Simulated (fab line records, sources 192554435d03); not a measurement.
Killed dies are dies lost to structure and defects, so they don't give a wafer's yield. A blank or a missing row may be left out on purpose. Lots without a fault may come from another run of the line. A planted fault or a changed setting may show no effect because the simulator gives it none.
Which tool did it? | flow n5_finfet | 10 lots, 30 wafers sampled, at 5 steps of a route of 1938

WHAT THE GAUGES READ, wafer by wafer
N5_START_INSPECT_01: inspects for defects (unpatterned scan).
lot  | measured    | on                | raw_defect_count
L170 | day 1 12:02 | defect_inspect-02 | 1 5 5
L172 | day 2 00:02 | defect_inspect-02 | 6 3 7
L178 | day 3 12:02 | defect_inspect-02 | 6 8 6
L180 | day 4 00:02 | defect_inspect-02 | 6 12 8
L185 | day 5 06:02 | defect_inspect-02 | 7 4 5
L186 | day 5 12:02 | defect_inspect-01 | 4 8 6
L187 | day 5 18:02 | defect_inspect-01 | 5 13 8
L188 | day 6 00:02 | defect_inspect-02 | 6 8 5
L190 | day 6 12:02 | defect_inspect-01 | 2 3 4
L193 | day 7 06:02 | defect_inspect-01 | 4 11 6

N5_WELL_APT_OVL_MEAS_26.
lot  | measured    | on         | PWELL_OVL (nm)
L170 | day 1 15:26 | overlay-02 | -10 -10 -7
L172 | day 2 04:04 | overlay-02 | -2 -4 9
L178 | day 3 14:44 | overlay-02 | -10 -4 -6
L180 | day 4 04:01 | overlay-02 | 5 -1 -2
L185 | day 5 08:58 | overlay-01 | -3 -7 2
L186 | day 5 15:07 | overlay-02 | 0 6 1
L187 | day 5 21:12 | overlay-01 | 6 1 3
L188 | day 6 03:22 | overlay-01 | -7 -7 -7
L190 | day 6 15:13 | overlay-02 | -16 -11 -13
L193 | day 7 08:50 | overlay-02 | -14 -10 -15

N5_BEOL_M4_RC_MEAS_101.
lot  | measured     | on        | CJ_N           | DIBL_N (mV/V)  | DIBL_P (mV/V)  | IOFF_N (nA/um) | IOFF_P (nA/um) | ION_N (uA/um) | ION_P (uA/um) | RS_PWELL (ohm/sq) | SS_N (mV/dec)  | SS_P (mV/dec)  | VT_N (mV)   | VT_P (mV)
L170 | day 7 19:43  | prober-02 | 4.29 4.32 4.44 | 40.0 36.8 42.1 | 39.1 35.1 40.9 | 0.22 0.16 0.27 | 0.33 0.23 0.35 | 686 680 691   | 470 469 472   | 3070 2988 3037    | 71.7 71.4 72.3 | 73.7 73.0 74.2 | 242 249 243 | -242 -248 -241
L172 | day 8 21:56  | prober-02 | 4.33 4.13 4.41 | 33.6 32.9 37.0 | 32.9 33.4 36.0 | 0.12 0.12 0.18 | 0.20 0.20 0.24 | 655 667 675   | 456 469 464   | 2990 2995 2978    | 71.0 70.7 71.3 | 73.3 72.9 73.5 | 252 255 247 | -247 -248 -249
L178 | day 10 00:09 | prober-02 | 4.37 4.33 4.38 | 40.4 38.3 38.9 | 39.5 36.6 38.0 | 0.25 0.18 0.20 | 0.31 0.26 0.27 | 708 667 701   | 483 464 481   | 3027 3025 3027    | 72.6 71.1 72.2 | 74.4 73.6 73.5 | 242 246 245 | -243 -245 -245
L180 | day 10 19:53 | prober-01 | 3.96 4.16 3.97 | 36.9 32.6 36.2 | 38.9 32.7 38.4 | 0.18 0.11 0.19 | 0.25 0.16 0.25 | 673 675 692   | 462 461 472   | 2970 2968 2970    | 72.5 70.8 72.3 | 73.3 72.4 73.1 | 247 258 246 | -249 -254 -246
L185 | day 11 22:19 | prober-01 | 4.74 4.63 4.75 | 41.1 36.1 35.7 | 41.0 35.4 33.3 | 0.28 0.16 0.14 | 0.34 0.23 0.19 | 695 688 666   | 476 479 455   | 3083 3080 3073    | 71.5 71.1 71.6 | 74.8 73.6 72.6 | 240 246 251 | -244 -246 -250
L186 | day 12 05:07 | prober-02 | 4.39 4.25 4.36 | 33.5 32.0 35.5 | 34.4 33.1 35.0 | 0.14 0.13 0.16 | 0.20 0.19 0.21 | 669 679 652   | 463 468 450   | 3028 3010 3004    | 70.6 70.6 71.8 | 73.1 72.6 73.5 | 251 249 251 | -249 -250 -253
L187 | day 12 06:49 | prober-01 | 4.81 4.83 4.85 | 38.1 36.4 37.2 | 39.6 37.6 38.9 | 0.21 0.18 0.21 | 0.29 0.25 0.28 | 671 694 702   | 459 473 474   | 3079 3080 3080    | 72.8 71.3 71.7 | 74.3 74.1 74.2 | 249 248 245 | -246 -246 -244
L188 | day 12 10:14 | prober-01 | 4.26 4.28 4.36 | 38.1 39.1 36.4 | 38.7 39.5 35.6 | 0.18 0.20 0.16 | 0.23 0.24 0.19 | 679 674 685   | 459 458 465   | 3022 3010 2995    | 72.0 71.9 71.9 | 73.5 73.8 73.0 | 246 246 249 | -250 -250 -252
L190 | day 13 04:02 | prober-01 | 4.71 4.73 4.59 | 38.2 35.9 38.7 | 38.8 35.8 39.9 | 0.19 0.14 0.20 | 0.27 0.22 0.29 | 676 661 676   | 475 462 469   | 3096 3132 3118    | 71.6 71.5 72.1 | 73.7 72.5 73.6 | 246 252 248 | -244 -245 -245
L193 | day 13 13:46 | prober-02 | 4.39 4.34 4.37 | 38.2 37.2 34.7 | 36.8 36.0 33.0 | 0.19 0.18 0.13 | 0.30 0.26 0.21 | 680 681 675   | 476 468 472   | 2996 3012 3012    | 71.5 71.3 71.0 | 73.7 73.0 72.6 | 246 246 251 | -242 -246 -248

WHICH TOOL RAN EACH LOT (tool, then ch and the chambers of the sampled wafers, then the start)
lot  | N5_WELL_APT_IMPLANT_32         | N5_WELL_APT_RTA_34
L170 | implanter-02 ch 0, day 1 15:46 | rtp_anneal-01 ch 0, day 1 16:16
L172 | implanter-02 ch 0, day 2 04:35 | rtp_anneal-01 ch 0, day 2 05:12
L178 | implanter-02 ch 0, day 3 15:25 | rtp_anneal-02 ch 0, day 3 15:53
L180 | implanter-02 ch 0, day 4 04:31 | rtp_anneal-01 ch 0, day 4 05:01
L185 | implanter-02 ch 0, day 5 09:18 | rtp_anneal-01 ch 0, day 5 09:47
L186 | implanter-01 ch 0, day 5 15:34 | rtp_anneal-01 ch 0, day 5 16:04
L187 | implanter-02 ch 0, day 5 21:34 | rtp_anneal-02 ch 0, day 5 22:07
L188 | implanter-01 ch 0, day 6 03:42 | rtp_anneal-01 ch 0, day 6 04:59
L190 | implanter-02 ch 0, day 6 15:35 | rtp_anneal-01 ch 0, day 6 16:05
L193 | implanter-01 ch 0, day 7 09:27 | rtp_anneal-01 ch 0, day 7 10:11
- N5_WELL_APT_IMPLANT_32
- N5_WELL_APT_RTA_34: time 10 s.

WHAT THE TOOLS THEMSELVES READ (means of the sampled wafers that have a number; where no wafer has one, the mark that the record gives instead)
N5_WELL_APT_IMPLANT_32.
lot  | tool         | beam_energy_keV
L170 | implanter-02 | 49.980
L172 | implanter-02 | 50.003
L178 | implanter-02 | 49.993
L180 | implanter-02 | 49.997
L185 | implanter-02 | 44.332
L186 | implanter-01 | 50.016
L187 | implanter-02 | 44.355
L188 | implanter-01 | 50.018
L190 | implanter-02 | 44.333
L193 | implanter-01 | 49.986

N5_WELL_APT_RTA_34.
lot  | tool          | lamp_power_pct (%) | wafer_temp_C_max
L170 | rtp_anneal-01 | 12.97              | 1003.2
L172 | rtp_anneal-01 | 13.01              | 1003.6
L178 | rtp_anneal-02 | 12.96              | 1002.8
L180 | rtp_anneal-01 | 12.99              | 1003.4
L185 | rtp_anneal-01 | 12.98              | 1003.8
L186 | rtp_anneal-01 | 12.95              | 1004.6
L187 | rtp_anneal-02 | 13.02              | 1003.5
L188 | rtp_anneal-01 | 13.04              | 1004.6
L190 | rtp_anneal-01 | 13.07              | 1002.8
L193 | rtp_anneal-01 | 13.04              | 1003.1

THE ANSWER, worked out from the rows above alone
Rule: what is usual is taken from the lots themselves. Put in order of their means at a reading, lots are off if they are a third of the lots or fewer, leave a main group of 4 or more, and stand apart from it by a gap of 3 or more times the standard deviation of the main group's means; of several such gaps the widest counts. A main group whose means are all the same, to the digits that the tables above print for the reading, isn't used. A lot without any number at a reading at which 4 lots or more have one is off too. The other lots that the step has rows for count as sound. The gauges are gone through in route order, then the tools' own readings, and for those a lot's mean is taken as printed above. The first step at which some lot is off is used, and at that step the reading that is off furthest; a lot without a number counts as furthest.
Off: L185, L187, L190, at N5_WELL_APT_IMPLANT_32 (beam_energy_keV). The main group: mean 49.999, standard deviation 0.013.
A tool fits if, at that step or a process step before it, it ran every lot that is off, and no sound lot after the first of them. One fits: implanter-02 at N5_WELL_APT_IMPLANT_32. Its last sound lot is L180 (day 4 04:31), its first lot that is off L185 (day 5 09:18): a fault that began between those two fits.
The tool's own readings at N5_WELL_APT_IMPLANT_32 bear it out: on the lots that are off they differ by more than 5 times the standard deviation of the sound lots' means. beam_energy_keV reads 44.340 there against 49.999 on the sound lots.

WHAT THE SIMULATOR HAD PUT IN
Process parameter drift: implanter-02, from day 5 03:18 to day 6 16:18, at N5_WELL_APT_IMPLANT_32. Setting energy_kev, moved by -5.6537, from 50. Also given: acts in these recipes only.
Lots struck among those shown: L185, L187, L190. The rule above found the same.
